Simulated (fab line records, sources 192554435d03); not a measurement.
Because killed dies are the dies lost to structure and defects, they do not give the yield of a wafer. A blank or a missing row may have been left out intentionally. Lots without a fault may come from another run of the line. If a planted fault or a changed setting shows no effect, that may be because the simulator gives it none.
A struck lot beside a sound one	flow n5-finfet	28 out of 1938 route steps
Sound: the wafers L987.2, L987.3, L987.6. Struck: wafers L974.2, L974.3. (L974.4 of the same lot was not struck and is left out.) The cause comes at the end.
At each step with rows: each side's tool, then ch and its chambers, then its first start. Under that, the readings that differ: sound wafers	struck wafers	difference of the means	sigmas: that difference in standard deviations of wafers without a fault.
alike: same words and numbers on both sides, and readings whose means sit less than 2 such deviations apart. not compared: any withheld reading, any reading some wafer has no value for, any bound like >300 that may hide the same value, and any number with overlapping values for which the record gives no deviation.
A row with sigmas, a row that says differs or no value, or rows on one side alone: a step with any of these is where the two part. Numbers that don't overlap but have no deviation are shown without sigmas and don't part them. A reading missing from all wafers of one side parts the sides only when that side holds two or more wafers.

first, 9 steps without rows for these wafers: N5_MIM_BOT_LITHO_COAT_02; N5_MIM_BOT_LITHO_EBR_04; N5_MIM_BOT_LITHO_SOFTBAKE_03 (time 90 s); N5_MIM_BOT_LITHO_EXPOSE_05 (exposes mask MIM BOT); N5_MIM_BOT_LITHO_PEB_06; N5_MIM_BOT_LITHO_DEVELOP_07 (develop time 60 s); N5_MIM_BOT_LITHO_HARDBAKE_09 (time 120 s); N5_MIM_BOT_LITHO_DESCUM_10 (chemistry O2, time 7.9 s); N5_MIM_BOT_ETCH_ETCH_04 (etches SiNx in CF4/O2, target depth 26 nm, time 13 s).
N5_MIM_BOT_ETCH_ETCH_03: etches the open film in Cl2/BCl3, target depth 12 nm.
  sound on rie-metal-02 ch 0,1, day 16 21:47; struck on rie-metal-01 ch 0, day 14 03:30
reading	sound	struck	difference	sigmas
drypump-motor-current-A (A)	5.3 5.3 5.2	6.2 6.2	+0.9	+2
  alike: oes-product-au, throttle-valve-pct
  not compared: rf-hours-counter-h
then, 15 steps without rows for these wafers: N5_MIM_BOT_ETCH_ETCH_00 (etches TiN in Cl2/BCl3, target depth 45.5 nm); N5_MIM_BOT_ETCH_STRIP_01 (strips in O2); N5_MIM_BOT_ETCH_STRIP_02 (strips in post etch residue remover, time 1200 s); N5_MIM_BOT_ETCH_CLEAN_05 (cleans in IPA, time 180 s); N5_MIM_BOT_ETCH_SRD_06 (time 30 s); N5_PASSIVATION_PECVD_55 (deposits SiO2 from SiH4/N2O, target thk 400 nm, time 22.5 s); N5_PASSIVATION_PECVD_01 (deposits SiNx from SiH4/NH3/N2, target thk 200 nm, time 43.2 s); N5_PASSIVATION_HMDS_03 (time 60 s); N5_PASSIVATION_COAT_04; N5_PASSIVATION_EBR_06; N5_PASSIVATION_SOFTBAKE_05 (time 90 s); N5_PASSIVATION_EXPOSE_07 (exposes mask TV, defocus 0 nm, target cd 3000 nm); N5_PASSIVATION_PEB_08; N5_PASSIVATION_DEVELOP_09 (develop time 60 s); N5_PASSIVATION_HARDBAKE_11 (time 120 s).
N5_PASSIVATION_INSPECT_61: inspects for defects (macro).
  sound: defect-inspect-02 at day 16 23:01; struck: defect-inspect-02 at day 14 08:22
reading	sound	struck	difference	sigmas
raw-defect-count	2 3 2	>300 >300	differs	
then, 1 step without rows for these wafers: N5_PASSIVATION_DESCUM_12 (chemistry O2, time 7.9 s).
N5_PASSIVATION_PROBE_49:
  sound: prober-02 at day 17 07:28; struck: prober-01 at day 14 15:14
reading	sound	struck	difference	sigmas
defect-limited-yield (%)	92.9 91.0 90.8	86.6 85.7	-5.4	-4
killed_at_M4_up	8 15 9	26 21	+13	+2
killed-at-other	4 1 1	46 50	+46	+16
killed-dies	84 106 108	158 169	+64	+4
killed-on-rim	8 11 14	26 30	+17	+4
sort_bin_5_function (%)	4.2 4.7 5.8	8.7 9.2	+4.0	+4
sort-n-pass	1096 1074 1072	1022 1011	-64	-3
sort-yield-pct (%)	92.9 91.0 90.8	86.6 85.7	-5.4	-3
  alike: killed_at_M0_to_M3, killed-at-contacts, killed-at-front-end, killed-open, killed-short, sort_bin_6_memory, sort_bin_8_speed

## WHERE THEY PART
Last at N5_PASSIVATION_PROBE_49 as far as this record goes, first at N5_MIM_BOT_ETCH_ETCH_03.

WHY: whatever the simulator had introduced
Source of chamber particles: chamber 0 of rie-metal-01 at N5_MIM_BOT_ETCH_ETCH_03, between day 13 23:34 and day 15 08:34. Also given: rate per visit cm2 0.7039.
